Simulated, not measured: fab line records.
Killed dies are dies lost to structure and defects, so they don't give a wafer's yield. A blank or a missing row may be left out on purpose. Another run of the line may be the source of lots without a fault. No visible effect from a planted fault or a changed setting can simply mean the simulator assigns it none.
Which tool did it? | flow nand harc | 42 wafers from 14 lots sampled at 5 of the route's 1302 steps

== WHAT THE GAUGES SHOWED, per wafer ==
NHARC_END_SORT_01. Usual: killed at array 56, standard deviation 19; killed at other 0.6, standard deviation 1; killed at periphery 3.9, standard deviation 2.7; killed dies 61, standard deviation 19; killed open 3.3, standard deviation 1.9; killed short 2.4, standard deviation 1.7.
lot  | measured     | on        | killed at array | killed at other | killed at periphery | killed dies | killed open | killed short | flag
L922 | day 31 05:36 | prober-02 | 666 672 72      | 2 2 0           | 9 3 2               | 677 677 74  | 4 7 4       | 3 2 6        | OFF
L921 | day 31 05:47 | prober-01 | 49 674 80       | 2 1 1           | 3 2 1               | 54 677 82   | 1 3 5       | 1 1 1        | OFF

== WHAT TOOL EACH LOT RAN ON (gives the tool, then ch and the chambers of the sampled wafers, and finally the start) ==
lot  | NHARC_A_STAIRCASE_DEP_322       | NHARC_THIN_TSV_PVD_51                   | NHARC_THIN_TSV_CMP_21         | NHARC_THIN_TSV_ETCH_36
L907 | pecvd-04 ch 0,2, day 18 00:26   | pvd sputter-03, day 24 01:08 or earlier | cmp-02 ch 1,2, day 24 01:08   | rie metal-01 ch 0,1, day 24 03:17
L908 | pecvd-03 ch 0,1,2, day 19 01:11 | pvd sputter-03, day 24 21:44 or earlier | cmp-04 ch 1,2,3, day 24 21:44 | rie metal-02 ch 0,1, day 24 23:44
L910 | pecvd-04 ch 0,1, day 19 01:17   | pvd sputter-01, day 24 23:31 or earlier | cmp-01 ch 0,2, day 24 23:31   | rie metal-02 ch 0,1, day 25 01:31
L909 | pecvd-02 ch 1,2, day 19 01:26   | pvd sputter-01, day 24 16:54 or earlier | cmp-02 ch 0,1,3, day 24 16:54 | rie metal-03 ch 0,1, day 24 19:02
L924 | pecvd-04 ch 0,2, day 24 15:57   | pvd sputter-02, day 30 09:12 or earlier | cmp-04 ch 0,1,2, day 30 09:12 | rie metal-03 ch 0,1, day 30 11:21
L922 | pecvd-03 ch 0,2, day 24 16:07   | pvd sputter-02, day 30 17:57 or earlier | cmp-02 ch 0, day 30 17:57     | rie metal-01 ch 0, day 30 20:13
L923 | pecvd-02 ch 0,2, day 24 16:08   | pvd sputter-03, day 30 08:08 or earlier | cmp-04 ch 0,3, day 30 08:08   | rie metal-01 ch 0, day 30 10:29
L921 | pecvd-03 ch 0,1, day 24 16:30   | pvd sputter-02, day 30 18:58 or earlier | cmp-04 ch 0,1, day 30 18:58   | rie metal-03 ch 0, day 30 21:07
L925 | pecvd-04 ch 1,2, day 25 16:32   | pvd sputter-02, day 31 10:04 or earlier | cmp-04 ch 0,1, day 31 10:04   | rie metal-03 ch 0,1, day 31 12:04
L926 | pecvd-04 ch 0,1, day 25 17:01   | pvd sputter-01, day 31 08:55 or earlier | cmp-01 ch 0,1,3, day 31 08:55 | rie metal-01 ch 0, day 31 11:16
L928 | pecvd-04 ch 0,1,2, day 26 13:00 | pvd sputter-01, day 32 06:54 or earlier | cmp-04 ch 0,1,3, day 32 06:54 | rie metal-03 ch 0,1, day 32 09:03
L927 | pecvd-02 ch 0,1,2, day 26 13:12 | pvd sputter-02, day 32 08:04 or earlier | cmp-02 ch 1,2,3, day 32 08:04 | rie metal-02 ch 0,1, day 32 10:11
L930 | pecvd-04 ch 0,1, day 26 22:19   | pvd sputter-03, day 32 16:44 or earlier | cmp-02 ch 0,1, day 32 16:44   | rie metal-02 ch 0,1, day 32 18:54
L929 | pecvd-02 ch 0,1,2, day 26 22:31 | pvd sputter-02, day 32 18:02 or earlier | cmp-01 ch 0,1, day 32 18:02   | rie metal-01 ch 0,1, day 32 20:08
- NHARC_A_STAIRCASE_DEP_322: deposits SiO2, target thk 7200 nm.
- NHARC_THIN_TSV_PVD_51: deposits Cu, target thk 100 nm.
- NHARC_THIN_TSV_CMP_21: polishes, t overpolish 30 s, target thk 2000 nm.
- NHARC_THIN_TSV_ETCH_36: etches the open film in Cl2/BCl3, target depth 65 nm, time 18.571 s.

== WHAT THE TOOLS THEMSELVES READ (means of the sampled wafers that have a number; where no wafer has one, the mark that the record gives instead) ==
NHARC_A_STAIRCASE_DEP_322. Usual: heater power w reads 687 W (standard deviation 93).
lot  | tool     | heater power w (W) | flag
L907 | pecvd-04 | 770                |
L908 | pecvd-03 | 695                |
L910 | pecvd-04 | 738                |
L909 | pecvd-02 | 663                |
L924 | pecvd-04 | 792                |
L922 | pecvd-03 | 643                |
L923 | pecvd-02 | 617                |
L921 | pecvd-03 | 617                |
L925 | pecvd-04 | 645                |
L926 | pecvd-04 | 739                |
L928 | pecvd-04 | 726                |
L927 | pecvd-02 | 728                |
L930 | pecvd-04 | 769                |
L929 | pecvd-02 | 656                |

NHARC_THIN_TSV_PVD_51. Usual: throttle valve pct reads 30.5 % (standard deviation 0.94).
lot  | tool           | throttle valve pct (%) | flag
L907 | pvd sputter-03 | 30.5                   |
L908 | pvd sputter-03 | 31.3                   |
L910 | pvd sputter-01 | 30.4                   |
L909 | pvd sputter-01 | 30.0                   |
L924 | pvd sputter-02 | 30.1                   |
L922 | pvd sputter-02 | 30.1                   |
L923 | pvd sputter-03 | 30.5                   |
L921 | pvd sputter-02 | 32.1                   |
L925 | pvd sputter-02 | 30.4                   |
L926 | pvd sputter-01 | 30.7                   |
L928 | pvd sputter-01 | 30.5                   |
L927 | pvd sputter-02 | 30.8                   |
L930 | pvd sputter-03 | 31.2                   |
L929 | pvd sputter-02 | 30.7                   |

NHARC_THIN_TSV_CMP_21. Usual: motor current A 11.8 A, standard deviation 1.2; overpolish run s 30.000 s, standard deviation 0.0086.
lot  | tool   | motor current A (A) | overpolish run s (s) | flag
L907 | cmp-02 | 12.4                | 29.999               |
L908 | cmp-04 | 12.3                | 30.013               |
L910 | cmp-01 | 11.6                | 29.995               |
L909 | cmp-02 | 10.8                | 29.997               |
L924 | cmp-04 | 12.6                | 30.001               |
L922 | cmp-02 | 10.9                | 30.011               |
L923 | cmp-04 | 11.7                | 29.995               |
L921 | cmp-04 | 12.1                | 30.002               |
L925 | cmp-04 | 12.1                | 30.002               |
L926 | cmp-01 | 10.7                | 30.004               |
L928 | cmp-04 | 11.6                | 29.994               |
L927 | cmp-02 | 11.4                | 30.008               |
L930 | cmp-02 | 11.3                | 29.997               |
L929 | cmp-01 | 11.0                | 30.006               |

NHARC_THIN_TSV_ETCH_36. Usual: drypump motor current A 5.7 A, standard deviation 0.59; oes product au 0.995 a.u., standard deviation 0.011.
lot  | tool         | drypump motor current A (A) | oes product au (a.u.) | flag
L907 | rie metal-01 | 5.7                         | 1.001                 |
L908 | rie metal-02 | 6.0                         | 0.989                 |
L910 | rie metal-02 | 5.9                         | 0.984                 |
L909 | rie metal-03 | 5.8                         | 0.999                 |
L924 | rie metal-03 | 5.3                         | 0.998                 |
L922 | rie metal-01 | 5.6                         | 0.978                 |
L923 | rie metal-01 | 5.6                         | 1.002                 |
L921 | rie metal-03 | 4.8                         | 1.004                 |
L925 | rie metal-03 | 5.3                         | 1.006                 |
L926 | rie metal-01 | 5.6                         | 0.984                 |
L928 | rie metal-03 | 5.3                         | 0.998                 |
L927 | rie metal-02 | 5.9                         | 0.991                 |
L930 | rie metal-02 | 5.9                         | 0.993                 |
L929 | rie metal-01 | 5.9                         | 0.993                 |

== THE ANSWER, worked out from the rows above alone ==
Rule: lot off if the mean of its wafers having a number is beyond 3 standard deviations from the usual mean. Also off: a lot with no number at a reading for which 4 or more lots have one. The other lots that the step has rows for count as sound. Order of review: gauges by route order, followed by the tools' own readings, for which a lot's mean as printed above is used. At the first step where some lot is off, the reading lying furthest off is the one used; lots without a number count as furthest.
Off at NHARC_END_SORT_01 (killed dies): L922, L921. Neither off nor sound, because the step has no rows for them: L907, L908, L910, L909, L924, L923, L925, L926, L928, L927, L930, L929.
If a tool, at a process step before that reading, ran all the lots that are off and no sound lot after the first of them, it fits. Gauges at NHARC_END_SORT_01: tried the same way as those tools. NHARC_THIN_TSV_PVD_51: start missing for some lots; hours and lot order therefore follow NHARC_THIN_TSV_CMP_21. Undecided on this evidence; 2 tools fit (pecvd-03 at NHARC_A_STAIRCASE_DEP_322, pvd sputter-02 at NHARC_THIN_TSV_PVD_51).

== WHAT WAS PUT IN BY THE SIMULATOR ==
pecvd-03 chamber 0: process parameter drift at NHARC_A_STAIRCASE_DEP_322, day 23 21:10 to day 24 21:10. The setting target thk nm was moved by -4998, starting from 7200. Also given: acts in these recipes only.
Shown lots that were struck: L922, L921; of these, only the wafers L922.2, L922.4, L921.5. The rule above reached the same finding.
